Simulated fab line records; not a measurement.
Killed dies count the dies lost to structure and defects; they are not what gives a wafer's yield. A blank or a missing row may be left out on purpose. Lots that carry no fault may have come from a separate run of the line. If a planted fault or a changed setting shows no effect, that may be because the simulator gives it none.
Code-filled problem report in 8D (eight disciplines) form / flow n5 finfet / the parts of the form that need people (team, actions taken, sign-off) are left out

## 1. PROBLEM STATEMENT
Mean of cathode dc power W at N5_BEOL_M14_SPUTTER_43: 15873 W across 6 wafers in 2 lots; on wafers with no fault it is 15000 W (standard deviation 2.9). So: +99 or more standard deviations from the usual mean.
The step: material TaN, target thk 15 nm, time 24.19 s.
First observed at day 15 18:11: wafer L951.1, on pvd sputter-03. Wafers with a number at this step in the record: 36, from 12 lots. By rule, "out" or "out of limits" means more than 4 standard deviations away from the usual mean. All remaining wafers that have a number are taken as sound.

## 2. WHAT THIS IS AND IS NOT
question=which readings at this step | is=cathode dc power W | is not=throttle valve pct
question=which lots | is=L951, L952 | is not=L942, L944, L946, L947, L948, L949, L950, L953, L963, L965
question=which wafers of those lots | is=all that have a number | is not=-
question=read on which tools | is=pvd sputter-03 | is not=pvd sputter-01, pvd sputter-02
question=when | is=from day 15 18:11 | is not=up to then (15 sound wafers); but 15 sound wafers of L947, L950, L953, L963, L965 came after

## 3. SUSPECTS, AND WHAT RULES EACH OUT
Counting: a tool at a process step up to the reading stays a suspect if it ran every lot that is out and no sound lot after the first of them.
- pvd sputter-03 at N5_BEOL_M14_DEGAS_41 (time 60 s): ruled out as a lasting fault. After its first lot that is out, L951 (day 15 18:06), sound lots L965, L947 ran on it.
- pvd sputter-03 at N5_BEOL_M14_SPUTTER_43 (material TaN, target thk 15 nm, time 24.19 s): ruled out as a lasting fault. After its first lot that is out, L951 (day 15 18:11), sound lots L965, L947 ran on it.
Left after counting: nothing in the record.

## 4. THE CAUSE (what the simulator had put in)
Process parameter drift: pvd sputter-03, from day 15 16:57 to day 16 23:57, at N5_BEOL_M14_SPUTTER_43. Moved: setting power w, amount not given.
Counting ruled it out, wrongly.

## 5. THE CHAIN OF EFFECTS, in route order
Each row: a reading whose mean over the struck wafers that have a number lies more than 3 standard deviations from the usual. Only readings whose record carries a usual standard deviation are examined. hours: median over the lots of the time between each lot's start at the first step of this table that gives one and its start at this step. sigmas: the change, counted in usual standard deviations.
hours=0; step=N5_BEOL_M14_SPUTTER_43; reading=cathode dc power W; usual=15000 W; on struck wafers=15873; change=+873; sigmas=+99 or more
It contains these process steps:
- N5_BEOL_M14_SPUTTER_43: material TaN, target thk 15 nm, time 24.19 s.

## 6. HOW IT WOULD HAVE BEEN CAUGHT EARLIER
In this record the first reading out of limits was taken at day 15 18:11, 1 hour after the fault began at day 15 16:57.
